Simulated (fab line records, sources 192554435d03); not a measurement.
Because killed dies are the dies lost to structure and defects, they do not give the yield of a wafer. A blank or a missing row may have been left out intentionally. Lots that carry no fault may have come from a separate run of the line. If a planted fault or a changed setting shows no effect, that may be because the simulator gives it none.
Chamber matching / flow n5 finfet / N5_FIN_SAQP_MANDREL_ETCH_22 on rie si-05 has 4 sister chambers
The step etches a-Si in HBr/Cl2, stops on SiNx, target depth 60 nm, bt time 10 s, time 30 s. 14 wafers are shown with their chamber, then 7 later ones without.

## EACH WAFER AND ITS CHAMBER
wafer=L076.2; chamber=0; throttle valve pct (%)=35.6; drypump motor current A (A)=5.8; oes product au (a.u.)=0.777
wafer=L076.3; chamber=3; throttle valve pct (%)=35.6; drypump motor current A (A)=5.2; oes product au (a.u.)=0.759
wafer=L076.5; chamber=1; throttle valve pct (%)=35.7; drypump motor current A (A)=5.2; oes product au (a.u.)=0.785
wafer=L081.2; chamber=0; throttle valve pct (%)=35.6; drypump motor current A (A)=5.8; oes product au (a.u.)=0.786
wafer=L081.5; chamber=3; throttle valve pct (%)=35.6; drypump motor current A (A)=5.2; oes product au (a.u.)=0.766
wafer=L081.6; chamber=2; throttle valve pct (%)=34.7; drypump motor current A (A)=5.5; oes product au (a.u.)=0.757
wafer=L082.1; chamber=2; throttle valve pct (%)=34.7; drypump motor current A (A)=5.5; oes product au (a.u.)=0.763
wafer=L082.2; chamber=1; throttle valve pct (%)=35.7; drypump motor current A (A)=5.3; oes product au (a.u.)=0.771
wafer=L082.3; chamber=3; throttle valve pct (%)=35.5; drypump motor current A (A)=5.2; oes product au (a.u.)=0.765
wafer=L083.4; chamber=1; throttle valve pct (%)=35.7; drypump motor current A (A)=5.3; oes product au (a.u.)=0.782
wafer=L083.5; chamber=0; throttle valve pct (%)=35.6; drypump motor current A (A)=5.8; oes product au (a.u.)=0.777
wafer=L083.6; chamber=3; throttle valve pct (%)=35.5; drypump motor current A (A)=5.2; oes product au (a.u.)=0.766
wafer=L088.1; chamber=0; throttle valve pct (%)=35.6; drypump motor current A (A)=5.9; oes product au (a.u.)=0.778
wafer=L088.3; chamber=3; throttle valve pct (%)=35.6; drypump motor current A (A)=5.2; oes product au (a.u.)=0.750

SIGNATURES (averages over the wafers above)
reading=throttle valve pct; chamber 0=35.600; chamber 1=35.700; chamber 2=34.700; chamber 3=35.560; scatter within a chamber=0.0346
reading=drypump motor current A; chamber 0=5.825; chamber 1=5.267; chamber 2=5.500; chamber 3=5.200; scatter within a chamber=0.0376
reading=oes product au; chamber 0=0.77950; chamber 1=0.77933; chamber 2=0.76000; chamber 3=0.76120; scatter within a chamber=0.00612
Rule: a wafer's distance from a chamber is the root of the sum, over the readings, of the square of ((its reading less the chamber's mean) divided by the reading's scatter). If the next closest chamber is less than 2 further off than the closest, the wafer can't be placed; otherwise it belongs to the closest. The scatter: take each reading less its chamber's mean, square it, sum over the shown wafers, divide by the number of wafers less the number of chambers, and take the root.

## WAFERS WITHOUT THEIR CHAMBER
wafer=L088.4; throttle valve pct (%)=35.7; drypump motor current A (A)=5.3; oes product au (a.u.)=0.783
wafer=L095.1; throttle valve pct (%)=34.7; drypump motor current A (A)=5.5; oes product au (a.u.)=0.751
wafer=L095.3; throttle valve pct (%)=35.6; drypump motor current A (A)=5.9; oes product au (a.u.)=0.789
wafer=L095.5; throttle valve pct (%)=35.7; drypump motor current A (A)=5.2; oes product au (a.u.)=0.783
wafer=L097.1; throttle valve pct (%)=35.5; drypump motor current A (A)=5.2; oes product au (a.u.)=0.762
wafer=L097.2; throttle valve pct (%)=34.7; drypump motor current A (A)=5.4; oes product au (a.u.)=0.750
wafer=L097.4; throttle valve pct (%)=35.7; drypump motor current A (A)=5.3; oes product au (a.u.)=0.791

## WHICH CHAMBER EACH WENT THROUGH
wafer=L088.4; from the rows above=1; in truth=1
wafer=L095.1; from the rows above=2; in truth=2
wafer=L095.3; from the rows above=0; in truth=0
wafer=L095.5; from the rows above=1; in truth=1
wafer=L097.1; from the rows above=3; in truth=3
wafer=L097.2; from the rows above=2; in truth=2
wafer=L097.4; from the rows above=1; in truth=1
Correct placement for 7 of the 7. From these rows, 0 cannot be placed. Number placed wrongly: 0.
